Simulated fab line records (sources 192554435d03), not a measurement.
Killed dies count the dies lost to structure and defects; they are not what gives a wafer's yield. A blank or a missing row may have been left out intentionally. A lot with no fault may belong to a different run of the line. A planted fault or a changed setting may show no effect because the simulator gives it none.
fab line records :: flow n5Finfet
record
  lots=4
  wafers=12
  lastDay=18
route steps=1938 shown MOL_CONTACT_COAG@621 BEOL_M0_SAQP@632 BEOL_M0_CUTY@710 BEOL_M4@1111 PASSIVATION@1936
lots with no fault: from the same line, run without faults
startH: start of the lot's first displayed wafer, in hours after the record's first day :: waitH: time in hours since the lot's previous step :: " repeats the value in the row above :: L1.1+2: one row covering several wafers at once :: - no value, or no start was given :: * or withheld: withheld :: < > ~ a bound
route shown NAME@n: NAME is a module with steps in the file, n the number in the route of the first one :: usual: the fault-free wafers' mean and standard deviation :: same: alike in all rows :: chamber/n: place in a boat :: sites: per-site readings :: _std_site: the values' standard deviation :: _edge_site: mean of outer sites minus mean of inner sites :: radiusMm: how far each site lies from the wafer's centre :: mask NAME#n: copy n :: behind: tool/chamber where the wafer was last shaped :: hold: reason for holding the lot/hours on hold/outcome of the hold :: device: whichever transistor did not switch (one of n, p or np) :: end of line: the tests these same wafers got at the end of their route :: where a step has no rows: the recipe by itself :: killed: dies lost to structure and defects at the first sort, not the wafer's yield :: map: a wafer's dies, x killed, . not, _ none there
set.NAME: the setting that was run; set.NAME@STEP: the one run at that earlier step :: model.NAME: the simulator's own value behind a step, which no gauge read
a table for each step, a row for each wafer; lots at some steps of the route
services: when a tool's chamber went out of use (startH, in hours from the record's first day, below 0 if earlier), for how many hours, and the reason
## steps
# step N5_MOL_CONTACT_COAG_SRD_139
# recipe
  dry=ipaMarangoni
  timeS=30
  tempC=23
  rinseLiquid=diw
# step N5_MOL_CONTACT_COAG_PRE_CLEAN_121
# recipe
  gas=H2/He
  timeS=*
  tempC=withheld
# step N5_MOL_CONTACT_COAG_CVD_140
# recipe
  material=W
  targetThkA=665
  mode=selectiveFill
  tempC=300
  timeS=215
# step N5_MOL_CONTACT_COAG_PRECLEAN_127
# recipe
  chemistry=DIW
  timeS=57.5
  tempC=23
# step N5_MOL_CONTACT_COAG_SRD_128
# recipe
  dryTimeS=32
  dry=n2Spin
  spinRpm=1500
# step N5_MOL_CONTACT_COAG_CMP_52
# recipe
  stopOn=SiO2
  tOverpolishS=1.5
  postCmpClean=wDiluteNh4oh
  downForcePsi=4
  platenRpm=50.289
  padVelocityMS=1.0006
  targetThkNm=66.5
# step N5_MOL_CONTACT_COAG_ANNEAL_112
# recipe
  tempC=400
  timeS=1800
  ambient=HPD2
  pressureAtm=10
# step N5_BEOL_M0_SAQP_PECVD_00
# recipe
  material=SiCN
  targetThkA=80
  tempC=withheld
  precursor=3MS/NH3
  pressureTorr=3
  rfW=202
  timeS=14
# step N5_BEOL_M0_SAQP_ILD_DEP_01
# recipe
  material=SiOC
  targetThkA=454.19
  tempC=350
  precursor=DEMS/O2
  pressureTorr=5
  rfW=500
  timeS=8.7
# usual
  heaterPowerW=479/95
  showerheadPlenumPTorr=5.697/0.017
  susceptorTempC=350.04/0.21
  throttleValvePct=11.7/0.48
# same
  timeS=8.7
lot.wafer: L402.1
tool: pecvd-04
chamber: 2
startH: 124.13
waitH: 0.0
heaterPowerW: 473
showerheadPlenumPTorr: 5.693
susceptorTempC: 350.17
throttleValvePct: 11.4

lot.wafer: L402.2
tool: pecvd-04
chamber: 1
startH: 124.13
waitH: 0.0
heaterPowerW: 379
showerheadPlenumPTorr: 5.701
susceptorTempC: 350.18
throttleValvePct: 11.1

lot.wafer: L402.5
tool: pecvd-04
chamber: 1
startH: 124.13
waitH: 0.0
heaterPowerW: 375
showerheadPlenumPTorr: 5.695
susceptorTempC: 350.09
throttleValvePct: 11.1

lot.wafer: L415.2
tool: pecvd-04
chamber: 1
startH: 203.80
waitH: 0.0
heaterPowerW: 359
showerheadPlenumPTorr: 5.709
susceptorTempC: 350.40
throttleValvePct: 11.3

lot.wafer: L415.4
tool: pecvd-04
chamber: 2
startH: 203.80
waitH: 0.0
heaterPowerW: 458
showerheadPlenumPTorr: 5.688
susceptorTempC: 350.00
throttleValvePct: 11.3

lot.wafer: L415.6
tool: pecvd-04
chamber: 1
startH: 203.80
waitH: 0.0
heaterPowerW: 360
showerheadPlenumPTorr: 5.703
susceptorTempC: 350.24
throttleValvePct: 11.2

lot.wafer: L417.1
tool: pecvd-04
chamber: 0
startH: 219.28
waitH: 0.0
heaterPowerW: 344
showerheadPlenumPTorr: 5.700
susceptorTempC: 349.66
throttleValvePct: 12.2

lot.wafer: L417.2
tool: pecvd-04
chamber: 2
startH: 219.28
waitH: 0.0
heaterPowerW: 504
showerheadPlenumPTorr: 5.682
susceptorTempC: 350.02
throttleValvePct: 11.7

lot.wafer: L417.4
tool: pecvd-04
chamber: 1
startH: 219.28
waitH: 0.0
heaterPowerW: 448
showerheadPlenumPTorr: 5.709
susceptorTempC: 349.97
throttleValvePct: 11.2

lot.wafer: L421.1
tool: pecvd-02
chamber: 1
startH: 238.82
waitH: 0.0
heaterPowerW: 660
showerheadPlenumPTorr: 5.702
susceptorTempC: 349.99
throttleValvePct: 12.0

lot.wafer: L421.3
tool: pecvd-02
chamber: 0
startH: 238.82
waitH: 0.0
heaterPowerW: 438
showerheadPlenumPTorr: 5.677
susceptorTempC: 350.10
throttleValvePct: 11.2

lot.wafer: L421.5
tool: pecvd-02
chamber: 2
startH: 238.82
waitH: 0.0
heaterPowerW: 549
showerheadPlenumPTorr: 5.676
susceptorTempC: 350.23
throttleValvePct: 11.8
# step N5_BEOL_M0_SAQP_HM_DEP_02
# recipe
  material=TiN
  targetThkA=120
  tempC=25
  chamberPressurePa=0.49996
# step N5_BEOL_M0_SAQP_PECVD_03
# recipe
  material=SiCN
  targetThkA=120
  tempC=withheld
  precursor=3MS/NH3
  pressureTorr=3
  rfW=202
  timeS=21.1
# step N5_BEOL_M0_SAQP_PECVD_96
# recipe
  material=a-Si
  targetThkA=450
  tempC=350
  precursor=SiH4/He
  pressureTorr=3
  rfW=100
  timeS=45.2
# step N5_BEOL_M0_SAQP_PECVD_97
# recipe
  material=SiNx
  targetThkA=230
  tempC=350
  precursor=SiH4/NH3/N2
  pressureTorr=1.5
  rfW=300
  timeS=19.9
# step N5_BEOL_M0_SAQP_PECVD_04
# recipe
  material=a-Si
  targetThkA=600
  tempC=350
  precursor=SiH4/He
  pressureTorr=3
  rfW=100
  timeS=60.2
# step N5_BEOL_M0_SAQP_HM_DEP_111
# recipe
  material=SiO2
  targetThkA=120
  tempC=400
  precursor=SiH4/N2O
  pressureTorr=0.75
  rfW=275
  timeS=7.2
# step N5_BEOL_M0_SAQP_COAT_81
# recipe
  resist=SOC
  tempC=250
  timeS=60
  spinRpm=1500
  resistThkNm=100
# step N5_BEOL_M0_SAQP_COAT_82
# recipe
  resist=SiARC
  tempC=220
  timeS=60
  spinRpm=1500
  resistThkNm=30
# step N5_BEOL_M0_SAQP_COAT_08
# recipe
  resist=CAR-ArF
  spinRpm=1500
  resistThkNm=90
# step N5_BEOL_M0_SAQP_EBR_10
# recipe
  solvent=PGMEA
  ebrWidthMm=1.5
# step N5_BEOL_M0_SAQP_SOFTBAKE_09
# recipe
  tempC=110
  timeS=60
  resist=CAR-ArF
# step N5_BEOL_M0_SAQP_EXPOSE_11
# recipe
  maskId=M0_CORE
  na=1.35
  sourceShape=dipole
  sigmaInner=0.538
  sigmaOuter=0.738
  polarization=te
  targetCdNm=42
  doseMj=55
# step N5_BEOL_M0_SAQP_PEB_12
# recipe
  pebTempC=withheld
  pebTimeS=60
  resist=CAR-ArF
# step N5_BEOL_M0_SAQP_DEVELOP_13
# recipe
  developTimeS=30
  developer=TMAH
  resist=CAR-ArF
  devTempC=23
  rinseLiquid=diw
  dry=airSpin
# step N5_BEOL_M0_SAQP_INSPECT_16
# recipe
  mode=adi
  inspectInstrument=brightfield
# usual
  rawDefectCount=506/160
lot.wafer: L402.1
tool: defectInspect-02
chamber: -
startH: 125.60
waitH: 0.0
rawDefectCount: 326

lot.wafer: L402.2
tool: defectInspect-02
chamber: -
startH: 125.60
waitH: 0.0
rawDefectCount: 380

lot.wafer: L402.5
tool: defectInspect-02
chamber: -
startH: 125.60
waitH: 0.0
rawDefectCount: 223

lot.wafer: L415.2
tool: defectInspect-02
chamber: -
startH: 205.72
waitH: 0.0
rawDefectCount: 1541

lot.wafer: L415.4
tool: defectInspect-02
chamber: -
startH: 205.72
waitH: 0.0
rawDefectCount: 1564

lot.wafer: L415.6
tool: defectInspect-02
chamber: -
startH: 205.72
waitH: 0.0
rawDefectCount: 1611

lot.wafer: L417.1
tool: defectInspect-01
chamber: -
startH: 220.71
waitH: 0.0
rawDefectCount: 1651

lot.wafer: L417.2
tool: defectInspect-01
chamber: -
startH: 220.71
waitH: 0.0
rawDefectCount: 1651

lot.wafer: L417.4
tool: defectInspect-01
chamber: -
startH: 220.71
waitH: 0.0
rawDefectCount: 1770

lot.wafer: L421.1
tool: defectInspect-01
chamber: -
startH: 239.73
waitH: 0.0
rawDefectCount: 315

lot.wafer: L421.3
tool: defectInspect-01
chamber: -
startH: 239.73
waitH: 0.0
rawDefectCount: 385

lot.wafer: L421.5
tool: defectInspect-01
chamber: -
startH: 239.73
waitH: 0.0
rawDefectCount: 458
# step N5_BEOL_M0_SAQP_DESCUM_19
# recipe
  chemistry=O2
  timeS=7.9
  sourcePowerW=50
  biasPowerW=20
  pressureMtorr=20
  rfFrequencyHz=2.712e+07
  tempC=40
  resist=CAR-ArF
  o2FlowSccm=225
# step N5_BEOL_M0_SAQP_ETCH_83
# recipe
  chemistry=CF4
  target=SiARC
  targetDepthA=390
  maskMaterial=CAR-ArF
  timeS=65
  ionEnergyEv=80
  pressureMtorr=40
  sourceW=545
  biasW=36
  Ar_flow_sccm=100
  cf4FlowSccm=100
  ends=cleared
# step N5_BEOL_M0_SAQP_ETCH_84
# recipe
  chemistry=N2/H2
  target=SOC
  targetDepthA=1000
  overetchA=200
  maskMaterial=SiARC
  tempC=40
  timeS=150
  ionEnergyEv=200
  pressureMtorr=30
  sourceW=840
  biasW=150
  n2FlowSccm=200
  h2FlowSccm=200
# step N5_BEOL_M0_SAQP_STRIP_80
# recipe
  chemistry=N2/H2
  tempC=40
  n2FlowSccm=200
  h2FlowSccm=200
  rfFrequencyHz=6e+07
# step N5_BEOL_M0_SAQP_HM_OPEN_112
# recipe
  chemistry=CHF3/O2
  target=SiO2
  stopOn=a-Si
  targetDepthA=120
  overEtchFrac=1.25
  maskMaterial=SOC
  timeS=13.5
  pressureMtorr=30
  sourceW=650
  biasW=170
  Ar_flow_sccm=200
  CHF3_flow_sccm=50
  O2_flow_sccm=5
  ionEnergyEv=200
  ends=endPoint
# step N5_BEOL_M0_SAQP_STRIP_113
# recipe
  chemistry=CHF3/O2
  resist=SiARC
  rfFrequencyHz=6e+07
# step N5_BEOL_M0_SAQP_MANDREL_ETCH_20
# recipe
  targetDepthA=600
  chemistry=HBr/Cl2
  target=a-Si
  stopOn=SiNx
  btTimeS=10
  maskMaterial=SOC
  overEtchFrac=0.5
  timeS=30
  pressureMtorr=10
  icpW=800
  biasW=75
  HBr_flow_sccm=150
  Cl2_flow_sccm=80
  ends=endPoint
# step N5_BEOL_M0_SAQP_STRIP_86
# recipe
  chemistry=N2/H2
  powerW=500
  tempC=40
  pressureMtorr=50
  rfFrequencyHz=6e+07
  overashFraction=0.3
  biasPowerW=28
  h2Frac=0.5
  n2FlowSccm=300
  h2FlowSccm=300
# step N5_BEOL_M0_SAQP_STRIP_115
# recipe
  chemistry=postEtchResidueRemover
  timeS=60
  tempC=25
  removerPh=withheld
  removerWaterWtPct=withheld
  removerFluorideWtPct=withheld
# step N5_BEOL_M0_SAQP_SRD_93
# recipe
  dry=ipaMarangoni
  timeS=30
  tempC=23
  rinseLiquid=diw
# step N5_BEOL_M0_SAQP_RECESS_114
# recipe
  chemistry=HF/NH3
  target=SiO2
  targetDepthA=144
  afsCycles=3
  tempC=30
  sublimationTempC=180
  sublimationTimeS=60
# step N5_BEOL_M0_SAQP_INSPECT_42
# recipe
  mode=adi
  inspectInstrument=brightfield
# usual
  rawDefectCount=286/84
lot.wafer: L402.1
tool: defectInspect-01
chamber: -
startH: 129.55
waitH: 0.1
rawDefectCount: 231

lot.wafer: L402.2
tool: defectInspect-01
chamber: -
startH: 129.55
waitH: 0.1
rawDefectCount: 313

lot.wafer: L402.5
tool: defectInspect-01
chamber: -
startH: 129.55
waitH: 0.1
rawDefectCount: 175

lot.wafer: L415.2
tool: defectInspect-01
chamber: -
startH: 212.80
waitH: 0.0
rawDefectCount: 1503

lot.wafer: L415.4
tool: defectInspect-01
chamber: -
startH: 212.80
waitH: 0.0
rawDefectCount: 1443

lot.wafer: L415.6
tool: defectInspect-01
chamber: -
startH: 212.80
waitH: 0.0
rawDefectCount: 1510

lot.wafer: L417.1
tool: defectInspect-02
chamber: -
startH: 224.92
waitH: 0.1
rawDefectCount: 1379

lot.wafer: L417.2
tool: defectInspect-02
chamber: -
startH: 224.92
waitH: 0.1
rawDefectCount: 1452

lot.wafer: L417.4
tool: defectInspect-02
chamber: -
startH: 224.92
waitH: 0.1
rawDefectCount: 1465

lot.wafer: L421.1
tool: defectInspect-01
chamber: -
startH: 243.82
waitH: 0.1
rawDefectCount: 143

lot.wafer: L421.3
tool: defectInspect-01
chamber: -
startH: 243.82
waitH: 0.1
rawDefectCount: 104

lot.wafer: L421.5
tool: defectInspect-01
chamber: -
startH: 243.82
waitH: 0.1
rawDefectCount: 198
# step N5_BEOL_M0_CUTY_INSPECT_59
# recipe
  mode=adi
  inspectInstrument=macro
# usual
  rawDefectCount=2.2/1.4
lot.wafer: L402.1
tool: defectInspect-02
chamber: -
startH: 131.88
waitH: 0.0
rawDefectCount: 3

lot.wafer: L402.2
tool: defectInspect-02
chamber: -
startH: 131.88
waitH: 0.0
rawDefectCount: 3

lot.wafer: L402.5
tool: defectInspect-02
chamber: -
startH: 131.88
waitH: 0.0
rawDefectCount: 1

lot.wafer: L415.2
tool: defectInspect-01
chamber: -
startH: 214.08
waitH: 0.0
rawDefectCount: >300

lot.wafer: L415.4
tool: defectInspect-01
chamber: -
startH: 214.08
waitH: 0.0
rawDefectCount: >300

lot.wafer: L415.6
tool: defectInspect-01
chamber: -
startH: 214.08
waitH: 0.0
rawDefectCount: >300

lot.wafer: L417.1
tool: defectInspect-01
chamber: -
startH: 226.54
waitH: 0.0
rawDefectCount: >300

lot.wafer: L417.2
tool: defectInspect-01
chamber: -
startH: 226.54
waitH: 0.0
rawDefectCount: >300

lot.wafer: L417.4
tool: defectInspect-01
chamber: -
startH: 226.54
waitH: 0.0
rawDefectCount: >300

lot.wafer: L421.1
tool: defectInspect-01
chamber: -
startH: 245.48
waitH: 0.0
rawDefectCount: 0

lot.wafer: L421.3
tool: defectInspect-01
chamber: -
startH: 245.48
waitH: 0.0
rawDefectCount: 4

lot.wafer: L421.5
tool: defectInspect-01
chamber: -
startH: 245.48
waitH: 0.0
rawDefectCount: 2
# step N5_BEOL_M4_RC_MEAS_101
# usual
  DIBL_N=36.3/2
  DIBL_P=36.3/2.4
  IOFF_N=0.16/0.034
  IOFF_P=0.21/0.035
  ION_N=672/12
  ION_P=459/6.5
  SS_N=71.6/0.67
  SS_P=73.3/0.71
  VT_N=250/3.5
  VT_P=-251/3
lot.wafer: L402.1
tool: prober-02
chamber: 0
startH: 184.66
waitH: 0.0
DIBL_N[mV/V]: 33.2
DIBL_P[mV/V]: 31.9
IOFF_N[nA/um]: 0.11
IOFF_P[nA/um]: 0.14
ION_N[uA/um]: 658
ION_P[uA/um]: 449
SS_N[mV/dec]: 70.6
SS_P[mV/dec]: 71.5
VT_N[mV]: 254
VT_P[mV]: -256

lot.wafer: L402.2
tool: prober-02
chamber: 0
startH: 184.66
waitH: 0.0
DIBL_N[mV/V]: 32.4
DIBL_P[mV/V]: 31.4
IOFF_N[nA/um]: 0.10
IOFF_P[nA/um]: 0.14
ION_N[uA/um]: 661
ION_P[uA/um]: 463
SS_N[mV/dec]: 70.6
SS_P[mV/dec]: 72.0
VT_N[mV]: 255
VT_P[mV]: -257

lot.wafer: L402.5
tool: prober-02
chamber: 0
startH: 184.66
waitH: 0.0
DIBL_N[mV/V]: 34.3
DIBL_P[mV/V]: 33.2
IOFF_N[nA/um]: 0.13
IOFF_P[nA/um]: 0.16
ION_N[uA/um]: 681
ION_P[uA/um]: 466
SS_N[mV/dec]: 71.1
SS_P[mV/dec]: 72.6
VT_N[mV]: 254
VT_P[mV]: -253

lot.wafer: L415.2
tool: prober-02
chamber: 0
startH: 303.11
waitH: 0.2
DIBL_N[mV/V]: 36.4
DIBL_P[mV/V]: 37.4
IOFF_N[nA/um]: 0.15
IOFF_P[nA/um]: 0.21
ION_N[uA/um]: 669
ION_P[uA/um]: 465
SS_N[mV/dec]: 71.6
SS_P[mV/dec]: 72.7
VT_N[mV]: 252
VT_P[mV]: -247

lot.wafer: L415.4
tool: prober-02
chamber: 0
startH: 303.11
waitH: 0.2
DIBL_N[mV/V]: 33.7
DIBL_P[mV/V]: 33.8
IOFF_N[nA/um]: 0.12
IOFF_P[nA/um]: 0.17
ION_N[uA/um]: 669
ION_P[uA/um]: 471
SS_N[mV/dec]: 70.9
SS_P[mV/dec]: 71.8
VT_N[mV]: 252
VT_P[mV]: -251

lot.wafer: L415.6
tool: prober-02
chamber: 0
startH: 303.11
waitH: 0.2
DIBL_N[mV/V]: 36.4
DIBL_P[mV/V]: 36.4
IOFF_N[nA/um]: 0.15
IOFF_P[nA/um]: 0.20
ION_N[uA/um]: 660
ION_P[uA/um]: 458
SS_N[mV/dec]: 71.6
SS_P[mV/dec]: 73.0
VT_N[mV]: 250
VT_P[mV]: -249

lot.wafer: L421.1
tool: prober-02
chamber: 0
startH: 313.61
waitH: 0.0
DIBL_N[mV/V]: 36.3
DIBL_P[mV/V]: 35.7
IOFF_N[nA/um]: 0.15
IOFF_P[nA/um]: 0.19
ION_N[uA/um]: 676
ION_P[uA/um]: 459
SS_N[mV/dec]: 71.8
SS_P[mV/dec]: 73.6
VT_N[mV]: 250
VT_P[mV]: -250

lot.wafer: L421.3
tool: prober-02
chamber: 0
startH: 313.61
waitH: 0.0
DIBL_N[mV/V]: 37.1
DIBL_P[mV/V]: 37.6
IOFF_N[nA/um]: 0.19
IOFF_P[nA/um]: 0.22
ION_N[uA/um]: 690
ION_P[uA/um]: 469
SS_N[mV/dec]: 71.8
SS_P[mV/dec]: 74.6
VT_N[mV]: 248
VT_P[mV]: -247

lot.wafer: L421.5
tool: prober-02
chamber: 0
startH: 313.61
waitH: 0.0
DIBL_N[mV/V]: 37.9
DIBL_P[mV/V]: 38.6
IOFF_N[nA/um]: 0.20
IOFF_P[nA/um]: 0.23
ION_N[uA/um]: 691
ION_P[uA/um]: 467
SS_N[mV/dec]: 72.2
SS_P[mV/dec]: 74.5
VT_N[mV]: 247
VT_P[mV]: -248

lot.wafer: L417.1
tool: prober-02
chamber: 0
startH: 318.71
waitH: 0.0
DIBL_N[mV/V]: 35.9
DIBL_P[mV/V]: 35.4
IOFF_N[nA/um]: 0.17
IOFF_P[nA/um]: 0.19
ION_N[uA/um]: 672
ION_P[uA/um]: 457
SS_N[mV/dec]: 71.6
SS_P[mV/dec]: 73.7
VT_N[mV]: 249
VT_P[mV]: -253

lot.wafer: L417.2
tool: prober-02
chamber: 0
startH: 318.71
waitH: 0.0
DIBL_N[mV/V]: 34.7
DIBL_P[mV/V]: 34.2
IOFF_N[nA/um]: 0.14
IOFF_P[nA/um]: 0.18
ION_N[uA/um]: 674
ION_P[uA/um]: 451
SS_N[mV/dec]: 71.0
SS_P[mV/dec]: 72.9
VT_N[mV]: 252
VT_P[mV]: -251

lot.wafer: L417.4
tool: prober-02
chamber: 0
startH: 318.71
waitH: 0.0
DIBL_N[mV/V]: 37.3
DIBL_P[mV/V]: 38.2
IOFF_N[nA/um]: 0.22
IOFF_P[nA/um]: 0.24
ION_N[uA/um]: 687
ION_P[uA/um]: 459
SS_N[mV/dec]: 72.3
SS_P[mV/dec]: 74.5
VT_N[mV]: 243
VT_P[mV]: -250
# step N5_PASSIVATION_PROBE_49
# usual
  defectLimitedYield=91.4/1.5
  killed_at_M0_to_M3=33/11
  killed_at_M4_up=14/5.3
  killedAtContacts=13/6.2
  killedAtFrontEnd=39/13
  killedAtOther=3.1/2.8
  killedDies=102/17
  killedOnRim=13/3.8
  killedOpen=68/13
  killedShort=32/7.8
  sort_bin_5_function=5.1/0.95
  sort_bin_6_memory=3.2/0.7
  sortNPass=1078/18
  sortYieldPct=91.3/1.5
# same
  grossDies=1180
  killedAtBackSide=0
  sort_bin_4_leakage[%]=0
  sort_bin_8_speed[%]=0
lot.wafer: L415.2
tool: prober-01
chamber: -
startH: 409.88
waitH: 0.1
defectLimitedYield[%]: 83.2
killed_at_M0_to_M3: 139
killed_at_M4_up: 6
killedAtContacts: 26
killedAtFrontEnd: 21
killedAtOther: 6
killedDies: 198
killedOnRim: 29
killedOpen: 56
killedShort: 29
sort_bin_5_function[%]: 9.2
sort_bin_6_memory[%]: 3.6
sortNPass: 982
sortYieldPct[%]: 83.2

lot.wafer: L415.4
tool: prober-01
chamber: -
startH: 409.98
waitH: 0.2
defectLimitedYield[%]: 85.7
killed_at_M0_to_M3: 92
killed_at_M4_up: 15
killedAtContacts: 25
killedAtFrontEnd: 36
killedAtOther: 1
killedDies: 169
killedOnRim: 42
killedOpen: 69
killedShort: 33
sort_bin_5_function[%]: 6.9
sort_bin_6_memory[%]: 4.5
sortNPass: 1011
sortYieldPct[%]: 85.7

lot.wafer: L415.6
tool: prober-01
chamber: -
startH: 410.08
waitH: 0.3
defectLimitedYield[%]: 84.1
killed_at_M0_to_M3: 131
killed_at_M4_up: 15
killedAtContacts: 10
killedAtFrontEnd: 29
killedAtOther: 3
killedDies: 188
killedOnRim: 32
killedOpen: 48
killedShort: 27
sort_bin_5_function[%]: 9.1
sort_bin_6_memory[%]: 3.0
sortNPass: 992
sortYieldPct[%]: 84.1

lot.wafer: L417.1
tool: prober-02
chamber: -
startH: 425.56
waitH: 0.0
defectLimitedYield[%]: 77.6
killed_at_M0_to_M3: 198
killed_at_M4_up: 13
killedAtContacts: 5
killedAtFrontEnd: 46
killedAtOther: 2
killedDies: 264
killedOnRim: 20
killedOpen: 73
killedShort: 39
sort_bin_5_function[%]: 13.2
sort_bin_6_memory[%]: 5.0
sortNPass: 916
sortYieldPct[%]: 77.6

lot.wafer: L417.2
tool: prober-02
chamber: -
startH: 425.61
waitH: 0.1
defectLimitedYield[%]: 86.0
killed_at_M0_to_M3: 98
killed_at_M4_up: 8
killedAtContacts: 7
killedAtFrontEnd: 49
killedAtOther: 3
killedDies: 165
killedOnRim: 33
killedOpen: 67
killedShort: 39
sort_bin_5_function[%]: 8.1
sort_bin_6_memory[%]: 4.1
sortNPass: 1015
sortYieldPct[%]: 86.0

lot.wafer: L417.4
tool: prober-02
chamber: -
startH: 425.71
waitH: 0.2
defectLimitedYield[%]: 81.9
killed_at_M0_to_M3: 148
killed_at_M4_up: 9
killedAtContacts: 19
killedAtFrontEnd: 32
killedAtOther: 6
killedDies: 214
killedOnRim: 33
killedOpen: 67
killedShort: 31
sort_bin_5_function[%]: 11.4
sort_bin_6_memory[%]: 3.5
sortNPass: 966
sortYieldPct[%]: 81.9
# killed by level:class
L415.2 BEOL_M0_SAQP:unspecified=109 MOL_CONTACT_COAG:geometricParticle:open=18 MOL_CONTACT_COAG:geometricParticle:short=8 BEOL_M2:geometricParticle:open=8 BEOL_M3:geometricParticle:open=7 BEOL_M0_SAQP:geometricParticle:short=5 BEOL_M0_SAQP:geometricParticle:open=5 FIN_SAQP:geometricParticle:open=4
L415.4 BEOL_M0_SAQP:unspecified=60 MOL_CONTACT_COAG:geometricParticle:open=21 BEOL_M3:geometricParticle:open=10 STI_FIN_REVEAL:geometricParticle:open=8 HKMG_FIN:areaEtch=7 BEOL_M0_SAQP:geometricParticle:short=5 BEOL_M1:geometricParticle:open=5 BEOL_M5:geometricParticle:short=5
L415.6 BEOL_M0_SAQP:unspecified=111 MOL_CONTACT_COAG:geometricParticle:open=9 BEOL_M4:geometricParticle:open=7 STI_FIN_REVEAL:geometricParticle:short=4 STI_FIN_REVEAL:geometricParticle:open=4 FIN_SAQP:geometricParticle:open=3 MIM_TOP:geometricParticle:short=3 ILD0:geometricParticle:short=3
L417.1 BEOL_M0_SAQP:unspecified=150 STI_FIN_REVEAL:geometricParticle:open=14 BEOL_M0_SAQP:geometricParticle:open=13 BEOL_M0_SAQP:geometricParticle:short=11 DUMMY_GATE:geometricParticle:open=8 BEOL_M4:geometricParticle:open=8 BEOL_M3:geometricParticle:short=7 ILD0:geometricParticle:open=5
L417.2 BEOL_M0_SAQP:unspecified=58 FIN_SAQP:geometricParticle:short=10 STI_FIN_REVEAL:geometricParticle:open=9 BEOL_M0_SAQP:geometricParticle:short=8 MOL_CONTACT_COAG:geometricParticle:open=6 BEOL_M0_SAQP:geometricParticle:open=6 BEOL_M2:geometricParticle:open=6 FIN_SAQP:geometricParticle:open=5
L417.4 BEOL_M0_SAQP:unspecified=115 MOL_CONTACT_COAG:geometricParticle:open=16 GATE_CUT:geometricParticle:short=8 BEOL_M0_SAQP:geometricParticle:open=8 BEOL_M2:geometricParticle:open=6 FIN_SAQP:geometricParticle:open=5 DUMMY_GATE:geometricParticle:open=5 BEOL_M3:geometricParticle:short=5
# map L415.2 (x killed, . not)
_________________............________________
______________x................._____________
___________x.......x.....x....x....__________
__________.........................._________
________..............x.x............._______
_______.......x..x...x.............xx..______
______.............x........x.......x..._____
_____.......x..........................x.____
____................x.......x...x...x.....___
___.....x....x..................x.......x..__
___.....................x........x.....x...__
__..............x..................x........_
__xxx......x..x.x..........................._
_......................x....x...x...x....x.x.
_......................x.....................
_.....x................x..x..................
_.....................xx..x.................x
_..................x..x.......x.......x......
_...................x................xx......
_....x.....x................................x
_..............x...........................x.
__...................x...x.......x.........._
__......xx.............x.....x..........x..x_
___........xx...x............xx.xx......x..__
___..x........x.........x..................__
____...............x.xx..x.x..xx.x........___
_____....................xx.xxxxx.x..x.x.____
______...............xxxxxxxxxxxx..x...._____
_______.....x.........xxxxxxxxxxxxxx...______
________.....x.....x.xxxxxxxxxxxxxx..._______
__________.........xxxxxxxxxxxxxxxxx_________
___________.........xxxxxxxxxxxxxxx__________
______________.....xxxxxxxxxxxxx_____________
_________________...xxxxxxxxx________________
# map L417.1 (x killed, . not)
_________________.........x..________________
______________....x............._____________
___________..........x....xx..x....__________
__________..x.x....x......x..x......_________
________...........x.......x.........._______
_______......x.........xx.........x..x.______
______...x......x......x.........x..xx.._____
_____....................................____
____.......................xx........x...x___
___......x.x...............x..x.......x....__
___..x....xx...x....x....xx.....x.......x..__
__...x..............................x.....x._
__.......x.x..........x....xx..............x_
_....................x....x..x......x.x..x..x
_..x......x............x.x...........x.......
_..........x....x.......x...xx.....x....x....
_.........xx..x............x.................
_........x........x.....x....................
_.........x.........x.......x...xx...........
_..............x...x.................x.....x.
_.............x..x.x.x.......x......x........
__.x............xxxx.xx.........x.x........._
__........xxx.xxxxxxxxxxxx.......x.........._
___xx....x.x..xxxxxxxxxxxx....x..........x.__
___.........xxxxxxxxxxxxxxx......x.........__
____x.....x.xxxxxxxxxxxxx.......x.x....x.x___
_____......xxxxxxxxxxxxxxx......x........____
______....xx.xxxxxxxxxxx.x..x..........._____
_______....xxxxxxxxxxxxxx........x.....______
________..xxxxxxxxxxxxxxx.xx.........._______
__________..xx.xxxxxxxxxxx.........._________
___________xx....xxxxxx............__________
______________xxxxx......x...x.._____________
_________________x..x.x......________________
## services
tool: pecvd-02
chamber: 2
startH: 113.23
hours: 8.5
kind: repair

tool: pecvd-04
chamber: 0
startH: 117.43
hours: 5.5
kind: scheduledDown

tool: pecvd-02
chamber: 0
startH: 120.54
hours: 5.8
kind: repair

tool: pecvd-04
chamber: -
startH: 172.67
hours: 5.6
kind: repair
## key
firstSign
  step=N5_BEOL_M0_SAQP_INSPECT_16
  reading=rawDefectCount
  direction=up
  sigmas=7.2
  usual=506
  struck=1631
effect
  step=N5_BEOL_M0_SAQP_INSPECT_42
  reading=rawDefectCount
  direction=up
  sigmas=14
  usual=286
  struck=1459
effect
  step=N5_BEOL_M0_CUTY_INSPECT_59
  reading=rawDefectCount
  direction=up
  sigmas=99+
  usual=2.2
  struck=>300
effect
  step=N5_PASSIVATION_PROBE_49
  reading=killed_at_M0_to_M3
  direction=up
  sigmas=9.3
  usual=33
  struck=134
moreKillsBornAt
  N5_BEOL_M0_SAQP_ILD_DEP_01@pecvd-04=603
metAt N5_BEOL_M0_SAQP_ILD_DEP_01
struckWafers L415.2,L415.4,L415.6,L417.1,L417.2,L417.4
onsetBetween 124.13 203.80
fault
  kind=chamberParticleSource
  tool=pecvd-04
  chamber=-
  onsetH=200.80
  steps=N5_BEOL_M0_SAQP_ILD_DEP_01
  ratePerVisitCm2=1.8067
  endH=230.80
